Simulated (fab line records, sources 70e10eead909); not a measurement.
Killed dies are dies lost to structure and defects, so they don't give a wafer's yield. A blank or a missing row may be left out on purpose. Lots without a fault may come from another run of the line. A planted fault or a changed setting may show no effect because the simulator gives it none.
Which tool did it? | flow nand_harc | 6 lots, 18 wafers sampled, at 2 steps of a route of 1302

WHAT THE GAUGES READ, wafer by wafer
NHARC_P_STI_INSPECT_11.
lot  | measured     | on                | raw_defect_count
L410 | day 3 17:27  | defect_inspect-01 | 3 5 5
L415 | day 5 17:10  | defect_inspect-02 | 3 7 6
L417 | day 6 12:13  | defect_inspect-02 | 442 420 437
L427 | day 10 20:36 | defect_inspect-02 | 4 4 6
L429 | day 11 17:32 | defect_inspect-01 | 6 6 7
L431 | day 12 08:05 | defect_inspect-02 | 8 6 4

WHICH TOOL RAN EACH LOT (tool, then ch and the chambers of the sampled wafers, then the start)
lot  | NHARC_P_STI_OXIDE_29
L410 | furnace-03 ch 0, day 3 04:27
L415 | furnace-01 ch 0, day 5 05:49
L417 | furnace-01 ch 0, day 6 00:52
L427 | furnace-02 ch 0, day 10 09:13
L429 | furnace-01 ch 0, day 11 06:08
L431 | furnace-01 ch 0, day 11 20:52
- NHARC_P_STI_OXIDE_29: material SiO2, target thk 10 nm, ox time 1362 s.

THE ANSWER, worked out from the rows above alone
Rule: what is usual is taken from the lots themselves. Put in order of their means at a reading, lots are off if they are a third of the lots or fewer, leave a main group of 4 or more, and stand apart from it by a gap of 3 or more times the standard deviation of the main group's means; of several such gaps the widest counts. A main group whose means are all the same, to the digits that the tables above print for the reading, isn't used. A lot without any number at a reading at which 4 lots or more have one is off too. The other lots that the step has rows for count as sound.
Off: L417, at NHARC_P_STI_INSPECT_11 (raw_defect_count). The main group: mean 5.3, standard deviation 0.76.
A tool fits if, at a process step before that reading, it ran every lot that is off, and no sound lot after the first of them. The gauges at NHARC_P_STI_INSPECT_11 are tried like those tools. None of those tried fits.

WHAT THE SIMULATOR HAD PUT IN
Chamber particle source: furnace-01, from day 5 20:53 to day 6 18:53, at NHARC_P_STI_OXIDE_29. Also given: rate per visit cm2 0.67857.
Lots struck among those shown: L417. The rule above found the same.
